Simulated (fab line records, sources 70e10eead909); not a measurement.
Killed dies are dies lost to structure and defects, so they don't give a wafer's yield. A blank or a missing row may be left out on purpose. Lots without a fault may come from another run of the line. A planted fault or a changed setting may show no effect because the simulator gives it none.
Which tool did it? | flow nand_harc | 14 lots, 42 wafers sampled, at 5 steps of a route of 1302

WHAT THE GAUGES READ, wafer by wafer
NHARC_A_SOURCE_PLATE_THK_MEAS_06: measures by ellipsometry.
lot  | measured     | on            | thk_nm (nm)
L810 | day 7 16:21  | film_metro-01 | 202.7 203.8 203.8
L812 | day 8 06:53  | film_metro-02 | 201.8 202.9 203.7
L811 | day 8 06:53  | film_metro-01 | 198.0 199.3 200.0
L813 | day 8 22:25  | film_metro-02 | 199.5 198.9 201.7
L816 | day 10 07:28 | film_metro-02 | 198.0 198.5 200.0
L819 | day 11 14:48 | film_metro-02 | 201.8 202.6 204.7
L820 | day 12 07:14 | film_metro-02 | 197.5 199.6 200.3
L822 | day 12 14:47 | film_metro-01 | 198.1 200.1 197.0
L821 | day 12 14:47 | film_metro-02 | 197.4 202.7 202.7
L823 | day 13 01:26 | film_metro-01 | 197.4 201.0 197.7
L824 | day 13 21:02 | film_metro-02 | 200.0 198.3 200.0
L825 | day 14 07:22 | film_metro-01 | 198.0 198.2 200.4
L827 | day 15 01:59 | film_metro-01 | 200.8 199.2 199.6
L830 | day 15 21:53 | film_metro-01 | 198.4 199.5 198.1

NHARC_A_ONON_D1_THK_MEAS_02: measures by ellipsometry.
lot  | measured     | on            | thk_nm (nm)
L810 | day 7 17:01  | film_metro-02 | 1001 999 1000
L812 | day 8 07:32  | film_metro-02 | 997 999 998
L811 | day 8 07:41  | film_metro-02 | 995 993 995
L813 | day 8 23:05  | film_metro-01 | 1007 1007 1007
L816 | day 10 08:10 | film_metro-02 | 1010 1010 1007
L819 | day 11 15:29 | film_metro-02 | 1002 999 1001
L820 | day 12 07:55 | film_metro-01 | 987 989 989
L822 | day 12 15:26 | film_metro-01 | 1000 997 999
L821 | day 12 15:26 | film_metro-02 | 1014 1016 1015
L823 | day 13 02:05 | film_metro-02 | 1009 1005 1007
L824 | day 13 21:40 | film_metro-01 | 1004 1004 1001
L825 | day 14 08:02 | film_metro-01 | 986 986 987
L827 | day 15 02:40 | film_metro-01 | 986 987 987
L830 | day 15 22:34 | film_metro-02 | 1000 999 999

NHARC_A_ONON_D1_THK_MEAS_05: measures by ellipsometry.
lot  | measured     | on            | thk_nm (nm)
L810 | day 7 17:36  | film_metro-02 | 1021 1022 1022
L812 | day 8 08:14  | film_metro-02 | 996 996 995
L811 | day 8 08:23  | film_metro-01 | 992 994 993
L813 | day 8 23:39  | film_metro-01 | 1000 1000 1002
L816 | day 10 08:44 | film_metro-02 | 998 997 998
L819 | day 11 16:03 | film_metro-02 | 990 991 991
L820 | day 12 08:29 | film_metro-02 | 995 993 992
L822 | day 12 15:59 | film_metro-01 | 998 997 999
L821 | day 12 16:00 | film_metro-02 | 998 996 996
L823 | day 13 02:39 | film_metro-01 | 1009 1010 1011
L824 | day 13 22:15 | film_metro-02 | 995 995 996
L825 | day 14 08:36 | film_metro-02 | 1003 1003 1003
L827 | day 15 03:14 | film_metro-01 | 1491 1493 1491
L830 | day 15 23:08 | film_metro-01 | 1503 1501 1501

NHARC_END_SORT_01.
lot  | measured     | on        | killed_at_array | killed_at_other | killed_at_periphery | killed_dies | killed_open | killed_short
L819 | day 28 10:59 | prober-02 | 74 93 76        | 2 3 2           | 2 3 6               | 78 99 84    | 1 1 4       | 1 3 6
L827 | day 31 21:11 | prober-02 | 666 667 670     | 0 1 0           | 11 9 7              | 677 677 677 | 2 2 2       | 3 4 3
L830 | day 32 18:13 | prober-01 | 675 672 674     | 0 0 0           | 2 5 3               | 677 677 677 | 1 3 6       | 0 2 4

WHICH TOOL RAN EACH LOT (tool, then ch and the chambers of the sampled wafers, then the start)
lot  | NHARC_A_ONON_D1_DEP_03
L810 | pecvd_onon-01 ch 0, day 7 17:04
L812 | pecvd_onon-02 ch 0, day 8 07:43
L811 | pecvd_onon-01 ch 0, day 8 07:56
L813 | pecvd_onon-01 ch 0, day 8 23:16
L816 | pecvd_onon-01 ch 0, day 10 08:16
L819 | pecvd_onon-01 ch 0, day 11 15:35
L820 | pecvd_onon-03 ch 0, day 12 08:05
L822 | pecvd_onon-02 ch 0, day 12 15:33
L821 | pecvd_onon-03 ch 0, day 12 15:36
L823 | pecvd_onon-03 ch 0, day 13 02:15
L824 | pecvd_onon-03 ch 0, day 13 21:44
L825 | pecvd_onon-03 ch 0, day 14 08:05
L827 | pecvd_onon-03 ch 0, day 15 02:50
L830 | pecvd_onon-03 ch 0, day 15 22:38
- NHARC_A_ONON_D1_DEP_03: target thk 1000 nm.

WHAT THE TOOLS THEMSELVES READ (means of the sampled wafers that have a number; where no wafer has one, the mark that the record gives instead)
NHARC_A_ONON_D1_DEP_03.
lot  | tool          | n2o_flow_sccm (sccm)
L810 | pecvd_onon-01 | 2006
L812 | pecvd_onon-02 | 1999
L811 | pecvd_onon-01 | 1992
L813 | pecvd_onon-01 | 1998
L816 | pecvd_onon-01 | 2002
L819 | pecvd_onon-01 | 2003
L820 | pecvd_onon-03 | 2011
L822 | pecvd_onon-02 | 1997
L821 | pecvd_onon-03 | 1999
L823 | pecvd_onon-03 | 1998
L824 | pecvd_onon-03 | 2002
L825 | pecvd_onon-03 | 2005
L827 | pecvd_onon-03 | 2000
L830 | pecvd_onon-03 | 1998

THE ANSWER, worked out from the rows above alone
Rule: what is usual is taken from the lots themselves. Put in order of their means at a reading, lots are off if they are a third of the lots or fewer, leave a main group of 4 or more, and stand apart from it by a gap of 3 or more times the standard deviation of the main group's means; of several such gaps the widest counts. A main group whose means are all the same, to the digits that the tables above print for the reading, isn't used. A lot without any number at a reading at which 4 lots or more have one is off too. The other lots that the step has rows for count as sound. The gauges are gone through in route order, then the tools' own readings, and for those a lot's mean is taken as printed above. The first step at which some lot is off is used, and at that step the reading that is off furthest; a lot without a number counts as furthest.
Off: L827, L830, at NHARC_A_ONON_D1_THK_MEAS_05 (thk_nm). The main group: mean 1000 nm, standard deviation 8.3.
A tool fits if, at a process step before that reading, it ran every lot that is off, and no sound lot after the first of them. The gauges at NHARC_A_ONON_D1_THK_MEAS_05 are tried like those tools. Can't be told from this: 2 tools fit, pecvd_onon-03 at NHARC_A_ONON_D1_DEP_03, film_metro-01 at NHARC_A_ONON_D1_THK_MEAS_05.

WHAT THE SIMULATOR HAD PUT IN
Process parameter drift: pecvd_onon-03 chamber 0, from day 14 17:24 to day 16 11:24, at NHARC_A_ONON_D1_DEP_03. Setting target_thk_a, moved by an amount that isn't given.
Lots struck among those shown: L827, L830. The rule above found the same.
